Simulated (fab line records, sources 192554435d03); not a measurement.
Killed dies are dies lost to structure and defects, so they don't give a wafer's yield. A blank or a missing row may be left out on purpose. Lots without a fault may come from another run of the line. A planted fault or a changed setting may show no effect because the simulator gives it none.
Which tool did it? | flow n5_finfet | 11 lots, 30 wafers sampled, at 2 steps of a route of 1938

WHAT THE GAUGES READ, wafer by wafer
N5_HKMG_FIN_INSPECT_61: inspects for defects (macro).
lot  | measured    | on                | raw_defect_count
L106 | day 4 01:22 | defect_inspect-01 | 1 3 0
L107 | day 4 06:08 | defect_inspect-02 | 5 0 2
L108 | day 4 16:23 | defect_inspect-02 | 2 3 1
L109 | day 4 20:47 | defect_inspect-02 | 0 0 1
L110 | day 5 03:46 | defect_inspect-02 | 2 0 1
L111 | day 5 13:38 | defect_inspect-02 | 0 3 2
L112 | day 5 15:43 | defect_inspect-02 | 3 3 2
L116 | day 6 15:37 | defect_inspect-02 | 2 2 5
L122 | day 8 06:19 | defect_inspect-02 | 1 0
L125 | day 8 18:36 | defect_inspect-02 | 5 1
L126 | day 8 22:21 | defect_inspect-01 | 2 0

WHICH TOOL RAN EACH LOT (tool, then ch and the chambers of the sampled wafers, then the start)
lot  | N5_HKMG_FIN_HK_ANNEAL_02
L106 | rtp_anneal-01 ch 0, day 4 00:33
L107 | rtp_anneal-02 ch 0, day 4 05:20
L108 | rtp_anneal-02 ch 0, day 4 15:20
L109 | rtp_anneal-01 ch 0, day 4 19:47
L110 | rtp_anneal-01 ch 0, day 5 02:47
L111 | rtp_anneal-01 ch 0, day 5 12:38
L112 | rtp_anneal-02 ch 0, day 5 14:55
L116 | rtp_anneal-01 ch 0, day 6 14:49
L122 | rtp_anneal-02 ch 0, day 8 05:31
L125 | rtp_anneal-01 ch 0, day 8 17:55
L126 | rtp_anneal-01 ch 0, day 8 21:34
- N5_HKMG_FIN_HK_ANNEAL_02: time 30 s.

THE ANSWER, worked out from the rows above alone
Rule: what is usual is taken from the lots themselves. Put in order of their means at a reading, lots are off if they are a third of the lots or fewer, leave a main group of 4 or more, and stand apart from it by a gap of 3 or more times the standard deviation of the main group's means; of several such gaps the widest counts. A main group whose means are all the same, to the digits that the tables above print for the reading, isn't used. A lot without any number at a reading at which 4 lots or more have one is off too. The other lots that the step has rows for count as sound.
No lot is off at any reading shown: from this, nothing can be told.

WHAT THE SIMULATOR HAD PUT IN
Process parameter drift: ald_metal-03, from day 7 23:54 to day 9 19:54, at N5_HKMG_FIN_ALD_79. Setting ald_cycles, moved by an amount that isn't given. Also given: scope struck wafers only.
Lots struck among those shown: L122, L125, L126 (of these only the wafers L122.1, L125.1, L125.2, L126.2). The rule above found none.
